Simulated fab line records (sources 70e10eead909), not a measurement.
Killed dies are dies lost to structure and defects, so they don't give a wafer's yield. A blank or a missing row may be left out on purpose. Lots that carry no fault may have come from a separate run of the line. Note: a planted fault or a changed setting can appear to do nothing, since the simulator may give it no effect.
Comparing a struck lot with a sound one	flow nand-harc	15 out of 1302 route steps
Sound: these wafers, L838.2, L838.4, L838.6. The struck wafers were L852.1, L852.2, L852.5. The cause comes at the end.
For every step that has rows: the tool of each side, followed by ch and its chambers, followed by its first start. Under that, the readings that differ: sound wafers	struck wafers	difference of the means	sigmas: that difference in standard deviations of wafers without a fault.
alike: readings with means less than 2 such deviations apart, plus words and numbers identical on both sides. not compared: withheld readings, readings lacking a value on some wafer, bounds such as >300 that could conceal the same value, and numbers that have no deviation in the record and whose values overlap.
A row with sigmas, a row that says differs or no value, or rows on one side alone: a step with any of these is where the two part. Numbers that have no deviation but don't overlap get no sigmas and don't part them. Lack of a reading on every wafer of one side parts them only where that side has two or more wafers.

first, 7 steps without rows for these wafers: NHARC_P_M0_COAT_33 (time 65 s); NHARC_P_M0_COAT_03 (resist thk 90 nm); NHARC_P_M0_SOFTBAKE_04 (time 55 s); NHARC_P_M0_EBR_05; NHARC_P_M0_EXPOSE_06 (exposes mask P M0, target cd 90 nm); NHARC_P_M0_PEB_07 (peb time 65 s); NHARC_P_M0_DEVELOP_08 (develop time 35 s).
NHARC_P_M0_CD_MEAS_09: the cd target is 90 nm.
  sound on cd-sem-03 ch 0, day 9 14:07; struck on cd-sem-03 ch 0, day 15 15:16
  alike: cd-nm
NHARC_P_M0_OVL_MEAS_10: pitch 180 nm.
  sound on overlay-02, day 9 14:12; struck on overlay-02, day 15 15:21
reading	sound	struck	difference	sigmas
overlay-x-nm (nm)	-1.8 -1.7 -1.0	-0.4 0.0 -0.2	+1.3	+2
  alike: overlay-y-nm
NHARC_P_M0_INSPECT_11:
  sound on defect-inspect-01, day 9 14:14; struck on defect-inspect-01, day 15 15:23
  alike: raw-defect-count
NHARC_P_M0_DESCUM_14: chemistry O2, time 3 s.
  sound on rie-diel-07 ch 1,2, day 9 14:18; struck on rie-diel-05 ch 0,1,3, day 15 15:28
  alike: drypump-motor-current-A, o2-flow-sccm, oes-product-au, rf-vpp-V, showerhead-plenum-p-Torr, throttle-valve-pct
  not compared: rf-hours-counter-h
NHARC_P_M0_ETCH_34: etches the open film in N2/H2, target depth 40 nm, overetch 12 nm, time 43.94 s.
  sound on rie-diel-07 ch 0,2, day 9 14:23; struck on rie-diel-05 ch 0,2, day 15 15:33
  alike: drypump-motor-current-A, oes-product-au, rf-fwd-power-W, rf-vpp-V, showerhead-plenum-p-Torr, throttle-valve-pct
  not compared: rf-hours-counter-h
NHARC_P_M0_ETCH_15: etches the open film in C4F8/Ar, target depth 150 nm, overetch 15 nm, time 82.5 s.
  sound on rie-diel-07 ch 1,3, day 9 14:28; struck on rie-diel-05 ch 0,1,2, day 15 15:41
reading	sound	struck	difference	sigmas
oes-product-au (a.u.)	0.975 0.974 0.977	1.209 1.226 1.238	+0.249	+11
  alike: rf-fwd-power-W, rf-vpp-V
  not compared: rf-hours-counter-h
NHARC_P_M0_CD_MEAS_16:
  sound on cd-sem-02, day 9 14:36; struck on cd-sem-01, day 15 15:49
  alike: cd-nm
-- break in the record here, with 18 days between the starts of the struck wafers on either side (left off in module P_M0, picked up again in module END, where the first step shown is number 1302 on the route) --
NHARC_END_SORT_01:
  sound on prober-02 ch 0, day 27 20:30; struck on prober-02 ch 0, day 33 03:52
reading	sound	struck	difference	sigmas
killed-short	0 1 0	7 5 2	+4	+3
  alike: defect-limited-yield, killed-at-array, killed-at-other, killed-at-periphery, killed-dies, killed-open

== WHERE THEY PART ==
First at NHARC_P_M0_OVL_MEAS_10; last, within this record, at NHARC_END_SORT_01.

WHY: whatever the simulator had introduced
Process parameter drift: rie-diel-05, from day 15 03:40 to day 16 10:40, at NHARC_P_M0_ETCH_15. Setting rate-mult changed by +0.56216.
